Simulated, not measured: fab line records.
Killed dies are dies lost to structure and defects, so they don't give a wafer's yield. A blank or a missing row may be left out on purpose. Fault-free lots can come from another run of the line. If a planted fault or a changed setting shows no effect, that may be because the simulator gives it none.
Chamber matching + flow n5-finfet + 4 sister chambers for N5_FIN_SAQP_SPACER1_ALD_24 on ald-sin-01
The step deposits SiO2, target thk 20.3 nm, pulse time 1 s, purge time 2 s. 7 wafers are shown with their chamber, then 7 later ones without.

== WAFERS PAIRED WITH THEIR CHAMBERS ==
| wafer  | chamber | heater-power-w (W) | precursor-pulse-height-rel |
|--------|---------|--------------------|----------------------------|
| L076.1 | 3       | 426                | 1.005                      |
| L077.5 | 2       | 442                | 0.986                      |
| L077.6 | 3       | 431                | 0.995                      |
| L081.3 | 1       | 476                | 1.043                      |
| L081.5 | 0       | 551                | 1.003                      |
| L082.1 | 0       | 557                | 0.983                      |
| L082.4 | 2       | 456                | 0.965                      |

== WAFERS MISSING THEIR CHAMBER ==
| wafer  | heater-power-w (W) | precursor-pulse-height-rel |
|--------|--------------------|----------------------------|
| L082.5 | 465                | 0.996                      |
| L092.2 | 494                | 1.017                      |
| L092.3 | 472                | 1.041                      |
| L092.5 | 475                | 1.004                      |
| L095.3 | 422                | 1.018                      |
| L095.4 | 418                | 1.023                      |
| L095.5 | 454                | 1.000                      |

== THE CHAMBER EACH PASSED THROUGH ==
| wafer  | from the rows above     | in truth                   |
|--------|-------------------------|----------------------------|
| L082.5 | can't be placed: 2 or 1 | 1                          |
| L092.2 | 1                       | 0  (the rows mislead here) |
| L092.3 | 1                       | 1                          |
| L092.5 | can't be placed: 1 or 2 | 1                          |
| L095.3 | 3                       | 3                          |
| L095.4 | 3                       | 3                          |
| L095.5 | can't be placed: 2 or 3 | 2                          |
Placed correctly: 3 of 7. Cannot be placed on the basis of these rows: 3; the candidates contain the true chamber in 3. Placed wrongly: 1.
How it was worked out, from the rows above alone: a wafer's distance from a chamber is the root of the sum, over the readings, of the square of ((its reading less the chamber's mean) divided by the reading's scatter). The wafer belongs to the nearest chamber; if the next one is less than 2 further off, it can't be placed. For every chamber, the mean is computed from those of its wafers that are shown. The scatter: the root of (the sum of the squares of (reading less its chamber's mean) over the shown wafers, divided by (wafers less chambers)).
